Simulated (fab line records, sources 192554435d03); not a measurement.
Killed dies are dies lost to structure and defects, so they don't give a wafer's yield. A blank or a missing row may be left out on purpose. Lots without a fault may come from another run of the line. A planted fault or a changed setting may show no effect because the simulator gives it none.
Which tool did it? | flow n5_finfet | 15 lots, 45 wafers sampled, at 7 steps of a route of 1938

WHAT THE GAUGES READ, wafer by wafer
N5_BEOL_M1_CD_MEAS_18: pitch 36 nm, target cd 18 nm.
lot  | measured     | on        | cd_nm (nm)
L732 | day 6 14:53  | cd_sem-03 | 18.07 18.16 18.59
L731 | day 6 15:02  | cd_sem-01 | 18.04 18.05 18.18
L733 | day 7 05:46  | cd_sem-01 | 17.79 18.18 18.08
L734 | day 7 06:00  | cd_sem-01 | 18.02 18.46 18.70
L735 | day 7 09:39  | cd_sem-02 | 18.03 17.76 17.99
L737 | day 7 22:20  | cd_sem-02 | 17.87 18.32 18.03
L738 | day 8 03:37  | cd_sem-01 | 17.36 17.47 18.18
L741 | day 9 02:19  | cd_sem-01 | - - -
L742 | day 9 06:52  | cd_sem-02 | - - -
L743 | day 9 09:30  | cd_sem-01 | - - -
L744 | day 9 12:32  | cd_sem-02 | 18.20 17.53 17.67
L747 | day 10 10:46 | cd_sem-03 | 17.83 17.91 17.99
L749 | day 10 21:38 | cd_sem-03 | 17.94 17.64 17.74
L752 | day 11 20:41 | cd_sem-02 | 17.91 17.38 17.50
L753 | day 11 23:07 | cd_sem-01 | 17.81 17.38 17.96

N5_BEOL_M4_RC_MEAS_101.
lot  | measured     | on        | DIBL_N (mV/V)  | DIBL_P (mV/V)  | IOFF_N (nA/um)    | IOFF_P (nA/um)    | ION_N (uA/um) | ION_P (uA/um) | SS_N (mV/dec)  | SS_P (mV/dec)  | VT_N (mV)   | VT_P (mV)
L732 | day 10 06:00 | prober-02 | 34.5 35.7 35.5 | 34.8 36.9 37.1 | 0.139 0.163 0.166 | 0.180 0.217 0.213 | 663 672 678   | 453 459 462   | 71.0 71.0 71.6 | 72.3 73.5 73.3 | 252 248 248 | -248.9 -248.0 -248.4
L731 | day 9 10:19  | prober-01 | 36.4 34.4 35.7 | 38.4 36.0 37.3 | 0.172 0.147 0.159 | 0.220 0.183 0.201 | 680 676 680   | 464 466 463   | 71.4 71.8 71.4 | 73.1 73.3 73.2 | 248 251 252 | -247.6 -254.1 -251.3
L733 | day 9 12:20  | prober-01 | 36.2 36.3 35.1 | 35.6 34.6 34.0 | 0.170 0.162 0.144 | 0.205 0.180 0.169 | 681 673 677   | 461 455 454   | 72.0 71.7 71.5 | 73.3 73.7 73.6 | 244 249 250 | -249.8 -252.2 -253.3
L734 | day 10 05:55 | prober-01 | 34.3 34.1 35.5 | 35.6 34.4 36.1 | 0.126 0.120 0.141 | 0.196 0.192 0.218 | 674 677 673   | 469 472 472   | 70.8 71.4 71.5 | 72.6 72.4 73.1 | 250 254 248 | -251.6 -249.2 -245.6
L735 | day 10 07:53 | prober-01 | 33.9 35.9 34.0 | 35.1 38.1 34.8 | 0.142 0.189 0.141 | 0.200 0.241 0.192 | 676 688 663   | 467 465 462   | 71.2 72.3 70.7 | 72.2 73.4 72.0 | 248 245 251 | -251.3 -246.9 -251.6
L737 | day 10 18:31 | prober-02 | 37.4 37.6 37.8 | 37.3 37.7 37.5 | 0.160 0.155 0.163 | 0.195 0.200 0.206 | 667 667 670   | 455 455 464   | 71.1 71.7 71.4 | 73.6 73.8 73.9 | 248 253 249 | -254.0 -252.8 -251.3
L738 | day 11 01:58 | prober-01 | 36.7 38.2 35.7 | 39.1 40.0 37.9 | 0.176 0.215 0.169 | 0.239 0.259 0.216 | 683 691 676   | 470 466 460   | 72.3 71.8 71.2 | 74.5 73.4 73.3 | 245 243 245 | -248.6 -246.6 -248.6
L744 | day 12 14:11 | prober-02 | 34.3 34.9 35.4 | 34.7 35.8 36.5 | 0.131 0.144 0.149 | 0.183 0.193 0.196 | 677 670 668   | 454 459 457   | 71.0 72.1 71.8 | 72.3 73.5 73.2 | 253 251 254 | -253.8 -255.0 -253.3
L747 | day 13 13:28 | prober-01 | 37.7 36.4 38.5 | 37.1 35.4 38.0 | 0.167 0.154 0.188 | 0.210 0.189 0.223 | 682 687 690   | 461 463 471   | 71.6 71.4 71.9 | 74.3 73.1 73.9 | 249 249 245 | -251.9 -252.3 -251.3
L749 | day 13 23:07 | prober-02 | 34.7 34.6 33.9 | 36.0 35.4 34.7 | 0.134 0.130 0.116 | 0.192 0.187 0.168 | 678 661 665   | 465 459 456   | 71.1 71.7 71.0 | 72.3 72.1 72.4 | 252 251 254 | -251.0 -251.1 -252.2
L752 | day 14 15:42 | prober-02 | 37.2 36.8 35.9 | 38.6 37.0 35.9 | 0.187 0.166 0.152 | 0.259 0.228 0.212 | 685 671 675   | 477 465 467   | 72.3 72.1 71.6 | 73.5 74.1 73.8 | 246 248 249 | -249.3 -249.0 -250.1
L753 | day 15 06:20 | prober-02 | 37.0 35.1 36.8 | 38.0 36.5 38.2 | 0.164 0.139 0.174 | 0.233 0.205 0.235 | 669 669 676   | 468 465 467   | 71.6 71.4 71.8 | 73.6 72.4 72.8 | 250 252 249 | -249.7 -248.6 -249.1

WHICH TOOL RAN EACH LOT (tool, then ch and the chambers of the sampled wafers, then the start)
lot  | N5_BEOL_M0_ANNEAL_117        | N5_BEOL_M0_SPUTTER_141       | N5_BEOL_M0_CO_CAP_123            | N5_BEOL_M1_HM_DEP_02         | N5_BEOL_M1_HM_OPEN_17
L732 | pvd_sputter-01, day 6 10:11  | pvd_sputter-01, day 6 10:28  | cvd_co-02 ch 0,2, day 6 11:32    | pvd_sputter-01, day 6 13:23  | rie_metal-03 ch 0,1, day 6 14:42
L731 | pvd_sputter-02, day 6 10:13  | pvd_sputter-02, day 6 10:30  | cvd_co-01 ch 0, day 6 11:48      | pvd_sputter-03, day 6 13:35  | rie_metal-01 ch 1, day 6 14:52
L733 | pvd_sputter-03, day 7 00:48  | pvd_sputter-03, day 7 01:05  | cvd_co-02 ch 0,2, day 7 01:56    | pvd_sputter-02, day 7 04:46  | rie_metal-02 ch 0,1, day 7 05:31
L734 | pvd_sputter-01, day 7 01:44  | pvd_sputter-01, day 7 02:01  | cvd_co-01 ch 0,2, day 7 02:54    | pvd_sputter-02, day 7 05:02  | rie_metal-02 ch 0,1, day 7 05:48
L735 | pvd_sputter-02, day 7 05:29  | pvd_sputter-02, day 7 05:46  | cvd_co-02 ch 0,1,2, day 7 06:50  | pvd_sputter-01, day 7 08:34  | rie_metal-03 ch 0,1, day 7 09:26
L737 | pvd_sputter-03, day 7 17:59  | pvd_sputter-03, day 7 18:16  | cvd_co-02 ch 0,1,2, day 7 19:22  | pvd_sputter-03, day 7 20:58  | rie_metal-01 ch 0,1, day 7 22:08
L738 | pvd_sputter-01, day 8 00:35  | pvd_sputter-01, day 8 00:52  | cvd_co-02 ch 0,1, day 8 01:43    | pvd_sputter-03, day 8 02:35  | rie_metal-03 ch 1, day 8 03:20
L741 | pvd_sputter-01, day 8 23:28  | pvd_sputter-01, day 8 23:45  | cvd_co-01 ch 0,1,2, day 9 00:40  | pvd_sputter-01, day 9 01:09  | rie_metal-03 ch 0,1, day 9 01:55
L742 | pvd_sputter-01, day 9 01:51  | pvd_sputter-01, day 9 02:08  | cvd_co-02 ch 1,2, day 9 03:01    | pvd_sputter-02, day 9 05:31  | rie_metal-02 ch 0,1, day 9 06:40
L743 | pvd_sputter-01, day 9 06:46  | pvd_sputter-01, day 9 07:03  | cvd_co-01 ch 0,2, day 9 08:07    | pvd_sputter-01, day 9 08:32  | rie_metal-02 ch 0,1, day 9 09:17
L744 | pvd_sputter-01, day 9 07:41  | pvd_sputter-01, day 9 07:58  | cvd_co-02 ch 1,2, day 9 08:50    | pvd_sputter-02, day 9 11:22  | rie_metal-02 ch 0,1, day 9 12:18
L747 | pvd_sputter-01, day 10 07:01 | pvd_sputter-01, day 10 07:18 | cvd_co-01 ch 0,1,2, day 10 08:11 | pvd_sputter-02, day 10 09:22 | rie_metal-03 ch 0,1, day 10 10:29
L749 | pvd_sputter-03, day 10 15:23 | pvd_sputter-03, day 10 15:40 | cvd_co-01 ch 0,1,2, day 10 17:47 | pvd_sputter-01, day 10 19:28 | rie_metal-01 ch 0, day 10 21:16
L752 | pvd_sputter-01, day 11 17:16 | pvd_sputter-01, day 11 17:32 | cvd_co-01 ch 0,1,2, day 11 18:27 | pvd_sputter-03, day 11 19:40 | rie_metal-03 ch 0,1, day 11 20:26
L753 | pvd_sputter-03, day 11 18:46 | pvd_sputter-03, day 11 19:02 | cvd_co-02 ch 0,2, day 11 19:55   | pvd_sputter-01, day 11 22:10 | rie_metal-01 ch 0, day 11 22:56
- N5_BEOL_M0_ANNEAL_117: time 60 s.
- N5_BEOL_M0_SPUTTER_141: material Cu, target thk 4 nm, time 7.37 s.
- N5_BEOL_M0_CO_CAP_123: material Co, precursor CCTBA/H2, target thk 2 nm, time 102.1 s.
- N5_BEOL_M1_HM_DEP_02: deposits TiN, target thk 20 nm.
- N5_BEOL_M1_HM_OPEN_17: chemistry Cl2/BCl3, target TiN, target depth 20 nm, overetch 6 nm.

WHAT THE TOOLS THEMSELVES READ (means of the sampled wafers that have a number; where no wafer has one, the mark that the record gives instead)
N5_BEOL_M0_ANNEAL_117.
lot  | tool           | heater_power_w (W) | susceptor_temp_C_max
L732 | pvd_sputter-01 | 756                | 400.6
L731 | pvd_sputter-02 | 823                | 401.3
L733 | pvd_sputter-03 | 816                | 400.8
L734 | pvd_sputter-01 | 824                | 400.8
L735 | pvd_sputter-02 | 804                | 401.1
L737 | pvd_sputter-03 | 839                | 401.0
L738 | pvd_sputter-01 | 774                | 400.7
L741 | pvd_sputter-01 | 795                | 400.7
L742 | pvd_sputter-01 | 799                | 400.7
L743 | pvd_sputter-01 | 754                | 400.8
L744 | pvd_sputter-01 | 772                | 400.8
L747 | pvd_sputter-01 | 782                | 400.7
L749 | pvd_sputter-03 | 816                | 400.9
L752 | pvd_sputter-01 | 830                | 400.6
L753 | pvd_sputter-03 | 825                | 401.4

N5_BEOL_M0_SPUTTER_141.
lot  | tool           | chamber_pressure_pa (Pa) | throttle_valve_pct (%)
L732 | pvd_sputter-01 | 0.07                     | 30.5
L731 | pvd_sputter-02 | 0.07                     | 29.5
L733 | pvd_sputter-03 | 0.07                     | 30.2
L734 | pvd_sputter-01 | 0.07                     | 30.6
L735 | pvd_sputter-02 | 0.07                     | 29.4
L737 | pvd_sputter-03 | 0.07                     | 32.0
L738 | pvd_sputter-01 | 0.07                     | 30.6
L741 | pvd_sputter-01 | 0.07                     | 30.4
L742 | pvd_sputter-01 | 0.07                     | 30.5
L743 | pvd_sputter-01 | 0.07                     | 30.2
L744 | pvd_sputter-01 | 0.07                     | 30.7
L747 | pvd_sputter-01 | 0.07                     | 30.3
L749 | pvd_sputter-03 | 0.07                     | 31.9
L752 | pvd_sputter-01 | 0.07                     | 30.7
L753 | pvd_sputter-03 | 0.07                     | 29.6

N5_BEOL_M0_CO_CAP_123.
lot  | tool      | heater_power_w (W)
L732 | cvd_co-02 | 233
L731 | cvd_co-01 | 239
L733 | cvd_co-02 | 232
L734 | cvd_co-01 | 224
L735 | cvd_co-02 | 242
L737 | cvd_co-02 | 237
L738 | cvd_co-02 | 241
L741 | cvd_co-01 | 230
L742 | cvd_co-02 | 253
L743 | cvd_co-01 | 228
L744 | cvd_co-02 | 251
L747 | cvd_co-01 | 227
L749 | cvd_co-01 | 232
L752 | cvd_co-01 | 230
L753 | cvd_co-02 | 226

N5_BEOL_M1_HM_DEP_02.
lot  | tool           | chamber_pressure_pa (Pa) | substrate_temp_c (C) | throttle_valve_pct (%)
L732 | pvd_sputter-01 | 0.4997                   | 25.06                | 30.6
L731 | pvd_sputter-03 | 0.5000                   | 24.95                | 30.2
L733 | pvd_sputter-02 | 0.5007                   | 25.05                | 29.8
L734 | pvd_sputter-02 | 0.4996                   | 24.92                | 29.6
L735 | pvd_sputter-01 | 0.5012                   | 25.04                | 30.3
L737 | pvd_sputter-03 | 0.4993                   | 24.94                | 30.0
L738 | pvd_sputter-03 | 0.4998                   | 25.06                | 31.3
L741 | pvd_sputter-01 | -                        | -                    | -
L742 | pvd_sputter-02 | -                        | -                    | -
L743 | pvd_sputter-01 | -                        | -                    | -
L744 | pvd_sputter-02 | 0.5005                   | 25.00                | 29.8
L747 | pvd_sputter-02 | 0.5005                   | 24.96                | 29.3
L749 | pvd_sputter-01 | 0.5000                   | 25.01                | 30.5
L752 | pvd_sputter-03 | 0.4991                   | 25.03                | 31.2
L753 | pvd_sputter-01 | 0.5004                   | 25.00                | 30.4

N5_BEOL_M1_HM_OPEN_17.
lot  | tool         | drypump_motor_current_A (A) | he_backside_leak_sccm (sccm) | mfc_ar_sccm (sccm) | oes_product_au (a.u.) | throttle_valve_pct (%)
L732 | rie_metal-03 | 5.2                         | 3.3                          | 25.06              | 0.68                  | 22.03
L731 | rie_metal-01 | 6.1                         | 3.3                          | 24.93              | 0.58                  | 22.18
L733 | rie_metal-02 | 5.5                         | 3.5                          | 25.01              | 0.55                  | 22.06
L734 | rie_metal-02 | 5.6                         | 3.7                          | 24.95              | 0.54                  | 22.12
L735 | rie_metal-03 | 5.2                         | 3.3                          | 25.00              | 0.69                  | 22.03
L737 | rie_metal-01 | 5.4                         | 3.8                          | 25.01              | 0.58                  | 22.34
L738 | rie_metal-03 | 5.2                         | 3.1                          | 24.97              | 0.76                  | 21.87
L741 | rie_metal-03 | 5.2                         | 3.3                          | 25.04              | 0.34                  | 22.63
L742 | rie_metal-02 | 5.5                         | 3.5                          | 24.93              | 0.24                  | 22.69
L743 | rie_metal-02 | 5.7                         | 3.5                          | 25.05              | 0.24                  | 22.76
L744 | rie_metal-02 | 5.5                         | 3.6                          | 24.93              | 0.54                  | 22.04
L747 | rie_metal-03 | 5.3                         | 3.1                          | 24.95              | 0.76                  | 21.99
L749 | rie_metal-01 | 5.1                         | 3.7                          | 24.91              | 0.56                  | 22.47
L752 | rie_metal-03 | 5.2                         | 3.4                          | 25.02              | 0.75                  | 21.99
L753 | rie_metal-01 | 5.1                         | 3.7                          | 25.09              | 0.56                  | 22.46

THE ANSWER, worked out from the rows above alone
Rule: what is usual is taken from the lots themselves. Put in order of their means at a reading, lots are off if they are a third of the lots or fewer, leave a main group of 4 or more, and stand apart from it by a gap of 3 or more times the standard deviation of the main group's means; of several such gaps the widest counts. A main group whose means are all the same, to the digits that the tables above print for the reading, isn't used. A lot without any number at a reading at which 4 lots or more have one is off too. The other lots that the step has rows for count as sound. The gauges are gone through in route order, then the tools' own readings, and for those a lot's mean is taken as printed above. The first step at which some lot is off is used, and at that step the reading that is off furthest; a lot without a number counts as furthest.
Off: L741, L742, L743, at N5_BEOL_M1_CD_MEAS_18 (cd_nm). Without a number there: L741, L742, L743. The main group: mean 17.94 nm, standard deviation 0.23.
A tool fits if, at a process step before that reading, it ran every lot that is off, and no sound lot after the first of them. The gauges at N5_BEOL_M1_CD_MEAS_18 aren't tried: what is off there is off at N5_BEOL_M1_HM_DEP_02 too, on other tools, and a gauge's error can't cause that. None of those tried fits.

WHAT THE SIMULATOR HAD PUT IN
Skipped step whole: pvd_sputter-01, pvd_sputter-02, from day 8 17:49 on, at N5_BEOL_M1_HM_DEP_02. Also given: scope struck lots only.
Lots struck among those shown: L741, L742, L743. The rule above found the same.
